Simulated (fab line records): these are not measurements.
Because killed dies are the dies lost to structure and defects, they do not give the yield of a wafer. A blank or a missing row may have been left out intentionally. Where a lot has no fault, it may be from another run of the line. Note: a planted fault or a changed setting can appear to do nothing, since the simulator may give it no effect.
Chamber matching :: flow n5-finfet :: N5_BEOL_M6_STRIP_67 on rie-diel-03: 4 sister chambers
The step strips in CF4. 4 wafers are shown with their chamber, then 10 later ones without.

== EACH WAFER AND ITS CHAMBER ==
wafer: L085.3
chamber: 0
drypump-motor-current-A (A): 4.8

wafer: L085.6
chamber: 1
drypump-motor-current-A (A): 5.9

wafer: L090.1
chamber: 2
drypump-motor-current-A (A): 5.6

wafer: L090.2
chamber: 3
drypump-motor-current-A (A): 6.1

== WAFERS WHOSE CHAMBER IS MISSING ==
wafer: L090.6
drypump-motor-current-A (A): 4.8

wafer: L094.2
drypump-motor-current-A (A): 4.9

wafer: L094.3
drypump-motor-current-A (A): 5.9

wafer: L094.6
drypump-motor-current-A (A): 5.6

wafer: L092.1
drypump-motor-current-A (A): 5.9

wafer: L092.3
drypump-motor-current-A (A): 4.9

wafer: L092.6
drypump-motor-current-A (A): 5.6

wafer: L096.1
drypump-motor-current-A (A): 4.9

wafer: L096.2
drypump-motor-current-A (A): 6.1

wafer: L096.4
drypump-motor-current-A (A): 5.6

== CHAMBER TAKEN BY EACH ==
wafer: L090.6
from the rows above: 0
in truth: 0

wafer: L094.2
from the rows above: 0
in truth: 0

wafer: L094.3
from the rows above: 1
in truth: 1

wafer: L094.6
from the rows above: 2
in truth: 2

wafer: L092.1
from the rows above: 1
in truth: 1

wafer: L092.3
from the rows above: 0
in truth: 0

wafer: L092.6
from the rows above: 2
in truth: 2

wafer: L096.1
from the rows above: 0
in truth: 0

wafer: L096.2
from the rows above: 3
in truth: 3

wafer: L096.4
from the rows above: 2
in truth: 2
Correct placement for 10 of the 10. Not placeable from these rows: 0. Wrongly placed: 0.
How it was worked out, from the rows above alone: a wafer's distance from a chamber is the root of the sum, over the readings, of the square of ((its reading less the chamber's mean) divided by the reading's scatter). If the next closest chamber is less than 2 further off than the closest, the wafer can't be placed; otherwise it belongs to the closest. For every chamber, the mean is computed from those of its wafers that are shown. The scatter (one wafer shown for each chamber): square how far every hidden wafer sits from the nearest shown wafer, average those squares and take the square root.
